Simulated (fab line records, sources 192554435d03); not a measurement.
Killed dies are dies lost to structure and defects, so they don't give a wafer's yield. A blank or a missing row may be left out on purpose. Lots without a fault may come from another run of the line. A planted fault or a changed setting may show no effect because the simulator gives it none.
One fault seen from 2 desks | flow n5_finfet | each desk has only its own numbers; what lay behind them comes last

THE METROLOGY DESK
What the gauges read, lot by lot, whatever tool the lot ran on: means of the sampled wafers that have a number. A lot is out of limits, marked OUT, if its mean lies more than 4 standard deviations from the usual mean; the brackets give that distance. Of its 11 readings 7 are shown: those that lie furthest out on some lot.
Columns: A = NDIPOLE_OVL at N5_HKMG_FIN_OVL_MEAS_50, usual 0.5 nm; B = IOFF_N at N5_BEOL_M4_RC_MEAS_101, usual 0.15 nA/um; C = IOFF_P at N5_BEOL_M4_RC_MEAS_101, usual 0.21 nA/um; D = ION_N at N5_BEOL_M4_RC_MEAS_101, usual 672 uA/um; E = ION_P at N5_BEOL_M4_RC_MEAS_101, usual 462 uA/um; F = VT_N at N5_BEOL_M4_RC_MEAS_101, usual 250 mV; G = VT_P at N5_BEOL_M4_RC_MEAS_101, usual -250 mV
lot  | first seen here | A    | B    | C    | D   | E   | F   | G
L912 | day 4 01:24     | 0.9  | 0.14 | 0.20 | 664 | 458 | 252 | -251
L914 | day 4 14:32     | 2.0  | 0.11 | 0.14 | 647 | 444 | 257 | -258
L918 | day 5 16:04     | -0.0 | 0.17 | 0.22 | 675 | 464 | 248 | -250
L922 | day 6 14:05     | 0.3  | 0.14 | 0.21 | 666 | 464 | 253 | -250
L924 | day 7 05:47     | 0.7  | 0.15 | 0.24 | 672 | 470 | 251 | -244
L926 | day 7 13:42     | 0.4  | 0.14 | 0.19 | 675 | 462 | 251 | -253
L927 | day 7 19:44     | -0.0 | 0.21 | 0.26 | 682 | 468 | 247 | -245
L930 | day 8 11:57     | 0.4  | 0.16 | 0.20 | 680 | 466 | 252 | -253
L933 | day 9 05:02     | 0.5  | 0.15 | 0.21 | 667 | 457 | 251 | -249
L935 | day 9 16:49     | 0.7  | 0.15 | 0.22 | 682 | 474 | 251 | -248
This desk's finding: nothing out of limits on any of the 10 lots.

THE TOOL OWNER'S DESK: ald_metal-02
The tool's own readings at N5_HKMG_FIN_PWFM_ALD_03 (deposits TiN, target thk 2 nm, pulse time 1 s, purge time 3 s): means of the sampled wafers that have a number, for each lot that ran on this tool. A lot is out of limits, marked OUT, if its mean lies more than 4 standard deviations from the usual mean; the brackets give that distance.
Columns: A = heater_power_w at N5_HKMG_FIN_PWFM_ALD_03, usual 887 W; B = precursor_pulse_height_rel at N5_HKMG_FIN_PWFM_ALD_03, usual 0.999
lot  | first seen here | A   | B
L912 | day 4 03:54     | 896 | 1.011
L914 | day 4 17:03     | 934 | 0.982
L918 | day 5 18:45     | 906 | 1.027
L922 | day 6 17:05     | 850 | 0.977
L924 | day 7 08:18     | 946 | 0.967
This desk's finding: nothing out of limits on any of the 5 lots.

PUT TOGETHER
The metrology desk saw nothing out of limits.
The tool owner's desk saw nothing out of limits.

WHAT THE SIMULATOR HAD PUT IN
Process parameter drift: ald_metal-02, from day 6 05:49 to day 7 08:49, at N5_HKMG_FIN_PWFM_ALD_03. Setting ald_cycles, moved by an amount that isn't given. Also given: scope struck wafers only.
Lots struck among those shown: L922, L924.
